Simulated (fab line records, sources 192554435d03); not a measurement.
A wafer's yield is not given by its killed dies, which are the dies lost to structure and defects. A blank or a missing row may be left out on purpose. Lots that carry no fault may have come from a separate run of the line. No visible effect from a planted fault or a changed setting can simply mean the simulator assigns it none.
Split-lot trial || flow n5Finfet || on a route of 1938 steps: 7 lots, 21 wafers read

== THE SPLIT ITSELF ==
At N5_MIM_BOT_SPUTTER_00 (material TiN, target thk 35 nm, time 89.7 s), the setting timeS was moved away from the recipe's 89.7 s on 6 of the 21 wafers read, by -14.1% to +7.1%. For the rest of the wafers, this setting stayed at what the recipe calls for.

Reading taken at the split's own step.

== THE READING ==
TiN_of_MIM_BOT_SPUTTER_00.thkNm (the simulator's own value, which no gauge read), in nm, at N5_MIM_BOT_SPUTTER_00 (material TiN, target thk 35 nm, time 89.7 s). The file gives no usual value for it. Average 34.9 nm, standard deviation 0.35 nm, over the 15 wafers here run with the recipe.

{"wafer": "L076.1", "tool, chamber at the split": "pvdSputter-02, -", "timeS as run, s": 89.7, "against the recipe": "recipe", "TiN_of_MIM_BOT_SPUTTER_00.thkNm, nm": 35, "against lot-mates on the recipe": "-"}
{"wafer": "L076.3", "tool, chamber at the split": "pvdSputter-02, -", "timeS as run, s": 80.58, "against the recipe": "-10.2%", "TiN_of_MIM_BOT_SPUTTER_00.thkNm, nm": 31, "against lot-mates on the recipe": -4.0}
{"wafer": "L076.5", "tool, chamber at the split": "pvdSputter-02, -", "timeS as run, s": 80.58, "against the recipe": "-10.2%", "TiN_of_MIM_BOT_SPUTTER_00.thkNm, nm": 31.2, "against lot-mates on the recipe": -3.8}
{"wafer": "L080.1", "tool, chamber at the split": "pvdSputter-01, -", "timeS as run, s": 89.7, "against the recipe": "recipe", "TiN_of_MIM_BOT_SPUTTER_00.thkNm, nm": 34.6, "against lot-mates on the recipe": "-"}
{"wafer": "L080.2", "tool, chamber at the split": "pvdSputter-01, -", "timeS as run, s": 89.7, "against the recipe": "recipe", "TiN_of_MIM_BOT_SPUTTER_00.thkNm, nm": 35.2, "against lot-mates on the recipe": "-"}
{"wafer": "L080.3", "tool, chamber at the split": "pvdSputter-01, -", "timeS as run, s": 89.7, "against the recipe": "recipe", "TiN_of_MIM_BOT_SPUTTER_00.thkNm, nm": 35.4, "against lot-mates on the recipe": "-"}
{"wafer": "L081.2", "tool, chamber at the split": "pvdSputter-01, -", "timeS as run, s": 81.62, "against the recipe": "-9.0%", "TiN_of_MIM_BOT_SPUTTER_00.thkNm, nm": 31.8, "against lot-mates on the recipe": -3.4}
{"wafer": "L081.3", "tool, chamber at the split": "pvdSputter-01, -", "timeS as run, s": 89.7, "against the recipe": "recipe", "TiN_of_MIM_BOT_SPUTTER_00.thkNm, nm": 35.2, "against lot-mates on the recipe": "-"}
{"wafer": "L081.5", "tool, chamber at the split": "pvdSputter-01, -", "timeS as run, s": 81.62, "against the recipe": "-9.0%", "TiN_of_MIM_BOT_SPUTTER_00.thkNm, nm": 31.6, "against lot-mates on the recipe": -3.6}
{"wafer": "L089.1", "tool, chamber at the split": "pvdSputter-03, -", "timeS as run, s": 89.7, "against the recipe": "recipe", "TiN_of_MIM_BOT_SPUTTER_00.thkNm, nm": 34.4, "against lot-mates on the recipe": "-"}
{"wafer": "L089.2", "tool, chamber at the split": "pvdSputter-03, -", "timeS as run, s": 89.7, "against the recipe": "recipe", "TiN_of_MIM_BOT_SPUTTER_00.thkNm, nm": 34.2, "against lot-mates on the recipe": "-"}
{"wafer": "L089.4", "tool, chamber at the split": "pvdSputter-03, -", "timeS as run, s": 89.7, "against the recipe": "recipe", "TiN_of_MIM_BOT_SPUTTER_00.thkNm, nm": 35, "against lot-mates on the recipe": "-"}
{"wafer": "L088.3", "tool, chamber at the split": "pvdSputter-01, -", "timeS as run, s": 89.7, "against the recipe": "recipe", "TiN_of_MIM_BOT_SPUTTER_00.thkNm, nm": 35.4, "against lot-mates on the recipe": "-"}
{"wafer": "L088.4", "tool, chamber at the split": "pvdSputter-01, -", "timeS as run, s": 77.09, "against the recipe": "-14.1%", "TiN_of_MIM_BOT_SPUTTER_00.thkNm, nm": 29.8, "against lot-mates on the recipe": -5.3}
{"wafer": "L088.5", "tool, chamber at the split": "pvdSputter-01, -", "timeS as run, s": 89.7, "against the recipe": "recipe", "TiN_of_MIM_BOT_SPUTTER_00.thkNm, nm": 34.8, "against lot-mates on the recipe": "-"}
{"wafer": "L097.1", "tool, chamber at the split": "pvdSputter-01, -", "timeS as run, s": 89.7, "against the recipe": "recipe", "TiN_of_MIM_BOT_SPUTTER_00.thkNm, nm": 34.6, "against lot-mates on the recipe": "-"}
{"wafer": "L097.2", "tool, chamber at the split": "pvdSputter-01, -", "timeS as run, s": 89.7, "against the recipe": "recipe", "TiN_of_MIM_BOT_SPUTTER_00.thkNm, nm": 35, "against lot-mates on the recipe": "-"}
{"wafer": "L097.4", "tool, chamber at the split": "pvdSputter-01, -", "timeS as run, s": 89.7, "against the recipe": "recipe", "TiN_of_MIM_BOT_SPUTTER_00.thkNm, nm": 34.8, "against lot-mates on the recipe": "-"}
{"wafer": "L095.2", "tool, chamber at the split": "pvdSputter-03, -", "timeS as run, s": 96.06, "against the recipe": "+7.1%", "TiN_of_MIM_BOT_SPUTTER_00.thkNm, nm": 37.2, "against lot-mates on the recipe": "+2.3"}
{"wafer": "L095.4", "tool, chamber at the split": "pvdSputter-03, -", "timeS as run, s": 89.7, "against the recipe": "recipe", "TiN_of_MIM_BOT_SPUTTER_00.thkNm, nm": 35.2, "against lot-mates on the recipe": "-"}
{"wafer": "L095.5", "tool, chamber at the split": "pvdSputter-03, -", "timeS as run, s": 89.7, "against the recipe": "recipe", "TiN_of_MIM_BOT_SPUTTER_00.thkNm, nm": 34.6, "against lot-mates on the recipe": "-"}

THE FIT
A straight line over all 21 wafers: TiN_of_MIM_BOT_SPUTTER_00.thkNm changes by +0.359 nm for each +1% of timeS; r = +0.99; the points scatter about the line by 0.32 nm.
The same after taking each lot's own level away (the mean of its wafers on the recipe; 21 wafers): +0.375 nm for each +1%; r = +0.99; scatter 0.26 nm.
On that fit, the largest move of timeS shifts the reading by 5.3 nm.
The span of the lots' own levels, 34.53 to 35.20 nm, comes to 1.9 times the standard deviation stated above.
The two slopes are in agreement: the lot-to-lot level therefore moves the slope only a little.
Check: -5.32 nm against its lot-mates is what the line predicts for one of the wafers moved furthest among these (-14.1%) when that wafer is left out of the fit. Against them it came out at -5.3 nm.

== THESE WAFERS: OTHER SPLITS ==
Note: prior to the reading, these wafers also went through further splits. Each is held against what the fit with the lots' levels taken away leaves over:
{"other split on the same wafers": "N5_BEOL_M13_TRENCH_ETCH_34 timeS", "wafers away from the commonest value": 8, "r with TiN_of_MIM_BOT_SPUTTER_00.thkNm (lot level and that fit taken away)": "+0.43"}
{"other split on the same wafers": "N5_BEOL_M13_SPUTTER_45 powerW", "wafers away from the commonest value": 3, "r with TiN_of_MIM_BOT_SPUTTER_00.thkNm (lot level and that fit taken away)": -0.30}
{"other split on the same wafers": "N5_BEOL_M15_ILD_DEP_00 timeS", "wafers away from the commonest value": 5, "r with TiN_of_MIM_BOT_SPUTTER_00.thkNm (lot level and that fit taken away)": "+0.09"}
{"other split on the same wafers": "N5_BEOL_M15_EXPOSE_07 doseMj", "wafers away from the commonest value": 7, "r with TiN_of_MIM_BOT_SPUTTER_00.thkNm (lot level and that fit taken away)": "+0.00"}

== THE FILE'S OWN FIT ==
TiN_of_MIM_BOT_SPUTTER_00.thkNm changes by +0.375 nm for each +1% of timeS, r = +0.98.
